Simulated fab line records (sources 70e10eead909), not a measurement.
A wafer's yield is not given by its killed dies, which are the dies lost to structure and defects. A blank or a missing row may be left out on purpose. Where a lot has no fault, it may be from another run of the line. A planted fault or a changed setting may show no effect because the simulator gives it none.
A single fault, viewed from 2 desks || flow nand harc || each desk holds nothing but its own numbers, with what lay behind them at the end

THE TOOL OWNER'S DESK: pvd sputter-03
The tool's own readings at NHARC_A_M0_PVD_21 (deposits Cu, target thk 30 nm, time 20.49 s): means of the sampled wafers that have a number, for each lot that ran on this tool. A lot is out of limits, marked OUT, if its mean lies more than 4 standard deviations from the usual mean; the brackets give that distance.
Columns: A = throttle valve pct at NHARC_A_M0_PVD_21, usual 30.1 %
{"lot": "L842", "first seen here": "day 17 19:32", "A": 30.3}
{"lot": "L844", "first seen here": "day 18 02:56", "A": 30.4}
{"lot": "L862", "first seen here": "day 22 06:43", "A": 29.2}
{"lot": "L865", "first seen here": "day 23 07:30", "A": 29.7}
This desk's verdict: no lot among the 4 shows anything out of limits.

METROLOGY DESK
What the gauges read for every lot (on any tool): the sampled wafers with a number, averaged. A lot is out of limits, marked OUT, if its mean lies more than 4 standard deviations from the usual mean; the brackets give that distance.
Columns: A = cd nm at NHARC_A_BONDPAD_CD_MEAS_09, usual 500.9 nm; B = overlay x nm at NHARC_A_BONDPAD_OVL_MEAS_35, usual 0 nm; C = overlay y nm at NHARC_A_BONDPAD_OVL_MEAS_35, usual 0 nm
{"lot": "L842", "first seen here": "day 18 03:12", "A": 497.5, "B": 0, "C": 7}
{"lot": "L844", "first seen here": "day 18 10:26", "A": 501.9, "B": 4, "C": -1}
{"lot": "L855", "first seen here": "day 20 17:10", "A": 502.7, "B": 1, "C": 4}
{"lot": "L856", "first seen here": "day 21 05:04", "A": 498.9, "B": -8, "C": -6}
{"lot": "L857", "first seen here": "day 22 00:31", "A": 501.6, "B": 1, "C": -11}
{"lot": "L862", "first seen here": "day 22 14:57", "A": 500.2, "B": 1, "C": -9}
{"lot": "L859", "first seen here": "day 22 15:10", "A": 497.5, "B": 2, "C": 5}
{"lot": "L860", "first seen here": "day 22 23:25", "A": 500.8, "B": -5, "C": 0}
{"lot": "L861", "first seen here": "day 23 05:44", "A": 499.1, "B": -1, "C": -5}
{"lot": "L865", "first seen here": "day 23 14:53", "A": 500.7, "B": 3, "C": 1}
{"lot": "L863", "first seen here": "day 23 23:52", "A": 503.6, "B": -3, "C": -2}
{"lot": "L864", "first seen here": "day 24 06:16", "A": 500.9, "B": 6, "C": -4}
This desk's verdict: no lot among the 12 shows anything out of limits.

BROUGHT TOGETHER
The desk of the tool owner found nothing out of limits.
Nothing out of limits was seen by the metrology desk.

WHAT HAD BEEN PUT IN BY THE SIMULATOR
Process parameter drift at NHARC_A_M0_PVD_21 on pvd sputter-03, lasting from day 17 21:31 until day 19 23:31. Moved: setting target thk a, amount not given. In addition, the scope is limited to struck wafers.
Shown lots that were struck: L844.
